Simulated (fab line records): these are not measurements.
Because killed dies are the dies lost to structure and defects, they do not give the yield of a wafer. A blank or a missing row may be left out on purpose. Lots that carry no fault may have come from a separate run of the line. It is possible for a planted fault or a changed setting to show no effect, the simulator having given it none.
A lot that was struck, set against a sound lot || flow n5 finfet || 38 steps out of a route of 1938
Sound: wafers L798.2, L798.4, L798.5. Struck: wafer L809.4. (L809.1 of the same lot was not struck and is left out.) The cause comes at the end.
At each step with rows: each side's tool, then ch and its chambers, then its first start. Under that, the readings that differ: sound wafers || struck wafers || difference of the means || sigmas: that difference in standard deviations of wafers without a fault.
alike: readings with means less than 2 such deviations apart, plus words and numbers identical on both sides. not compared: withheld readings, readings lacking a value on some wafer, bounds such as >300 that could conceal the same value, and numbers that have no deviation in the record and whose values overlap.
Wherever a step has rows on one side only, a row that says differs or no value, or a row with sigmas, the two part there. When numbers do not overlap yet have no deviation, they are printed without sigmas and do not part them. A reading that every wafer of one side lacks parts them only if that side has two wafers or more.

first, 9 steps without rows for these wafers: N5_BEOL_M2_COAT_05 (resist thk 30 nm); N5_BEOL_M2_EBR_07; N5_BEOL_M2_SOFTBAKE_06 (time 60 s); N5_BEOL_M2_EXPOSE_08 (exposes mask M2); N5_BEOL_M2_PEB_09 (peb time 60 s); N5_BEOL_M2_DEVELOP_10 (develop time 30 s); N5_BEOL_M2_DESCUM_16 (chemistry O2, time 7 s); N5_BEOL_M2_ETCH_74 (etches underlayer in N2/H2, target depth 6.5 nm, time 5.2 s); N5_BEOL_M2_ETCH_63 (etches SiARC in CF4, target depth 15.6 nm, time 26 s).
N5_BEOL_M2_ETCH_64: etches SOC in N2/H2, target depth 75 nm, overetch 22.5 nm, time 121.9 s.
  sound on rie diel-04 ch 0,2, day 8 00:06; struck on rie diel-04 ch 1, day 10 18:22
{"reading": "oes product au (a.u.)", "sound": "0.52 0.52 0.63", "struck": 0.69, "difference": "+0.13", "sigmas": "+2"}
{"reading": "model.SiARC_of_BEOL_M2_COAT_62.thk nm (nm)", "sound": "6.4 6.4 6.2", "struck": 2.8, "difference": -3.5, "sigmas": ""}
{"reading": "model.BEOL_M2.cd offset nm (nm)", "sound": "0.2 0.2 0", "struck": 1.4, "difference": "+1.3", "sigmas": ""}
  alike: drypump motor current A, n2 flow sccm, rf vpp V, showerhead plenum p Torr, temp c, throttle valve pct
  not compared: rf hours counter h
then, 3 steps without rows for these wafers: N5_BEOL_M2_STRIP_65 (strips in N2/H2); N5_BEOL_M2_STRIP_75 (strips in N2/H2); N5_BEOL_M2_STRIP_66 (strips in CF4).
N5_BEOL_M2_HM_OPEN_17: chemistry Cl2/BCl3, target TiN, target depth 20 nm, overetch 6 nm.
  sound on rie metal-02 ch 0,1, day 8 00:16; struck on rie metal-03 ch 1, day 10 18:32
{"reading": "model.BEOL_M2.cd offset nm (nm)", "sound": "0.2 0.2 0", "struck": 1.4, "difference": "+1.3", "sigmas": ""}
  alike: drypump motor current A, oes product au, throttle valve pct
  not compared: rf hours counter h
then, 1 step without rows for these wafers: N5_BEOL_M2_STRIP_19 (strips in O2).
N5_BEOL_M2_CD_MEAS_18: pitch 36 nm, target cd 18 nm.
  sound on cd sem-03, day 8 00:29; struck on cd sem-03, day 10 18:44
{"reading": "cd nm (nm)", "sound": "17.94 18.27 18.48", "struck": 19.36, "difference": "+1.13", "sigmas": "+4"}
then, 20 steps without rows for these wafers: N5_BEOL_M2_COAT_67 (time 60 s, resist thk 60 nm); N5_BEOL_M2_COAT_68 (time 60 s, resist thk 12 nm); N5_BEOL_M2_COAT_76 (time 60 s, resist thk 5 nm); N5_BEOL_M2_COAT_22 (resist thk 30 nm); N5_BEOL_M2_EBR_24; N5_BEOL_M2_SOFTBAKE_23 (time 60 s); N5_BEOL_M2_EXPOSE_25 (exposes mask V1, defocus 5 nm); N5_BEOL_M2_PEB_26 (peb time 60 s); N5_BEOL_M2_DEVELOP_27 (develop time 30 s); N5_BEOL_M2_DESCUM_33 (chemistry O2, time 7 s); N5_BEOL_M2_ETCH_77 (etches underlayer in N2/H2, target depth 6.5 nm, time 5.2 s); N5_BEOL_M2_ETCH_69 (etches SiARC in CF4, target depth 15.6 nm, time 26 s); N5_BEOL_M2_ALD_98 (deposits SiO2, target thk 2.5 nm, pulse time 1 s, co reactant pulse time 1 s); N5_BEOL_M2_ETCHBACK_99 (etches SiO2 in CHF3, target depth 5 nm, time 10.4 s); N5_BEOL_M2_ETCH_70 (etches SOC in N2/H2, target depth 80 nm, overetch 24 nm, time 130 s); N5_BEOL_M2_STRIP_71 (strips in N2/H2); N5_BEOL_M2_STRIP_78 (strips in N2/H2); N5_BEOL_M2_VIA_ETCH_34 (etches the open film in C4F6/O2, target depth 69.4 nm, time 65.9 s); N5_BEOL_M2_STRIP_83 (strips in C4F6/O2); N5_BEOL_M2_STRIP_36 (strips in N2/H2).
N5_BEOL_M4_RC_MEAS_101:
  sound on prober-01 ch 0, day 9 11:23; struck on prober-02 ch 0, day 11 23:23
{"reading": "CHAIN_V1_max_site (ohm/link)", "sound": "230 223 232", "struck": 211, "difference": -17, "sigmas": -2}
{"reading": "SERP_M2 (ohm/um)", "sound": "177 186 194", "struck": 147, "difference": -39, "sigmas": -3}
{"reading": "SERP_M2_max_site (ohm/um)", "sound": "188 212 207", "struck": 157, "difference": -45, "sigmas": -3}
  alike: DIBL_N, DIBL_P, IOFF_N, IOFF_P, ION_N, ION_P, SS_N, SS_P, VT_N, VT_P
-- record jumps: 4 days separate the struck wafers' starts on either side; left off in module BEOL_M4, taken up again in module PASSIVATION, whose first shown step is the route's number 1936 --
N5_PASSIVATION_PROBE_49:
  rows exist in the record for the struck wafers here (prober-02, day 16 01:56), but not for the sound ones

== WHERE THEY PART ==
At N5_BEOL_M2_ETCH_64 first; at N5_PASSIVATION_PROBE_49 last (within this record only).

WHY: whatever the simulator had introduced
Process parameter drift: rie diel-04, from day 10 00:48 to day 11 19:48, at N5_BEOL_M2_ETCH_64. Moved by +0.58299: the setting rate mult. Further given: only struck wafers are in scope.
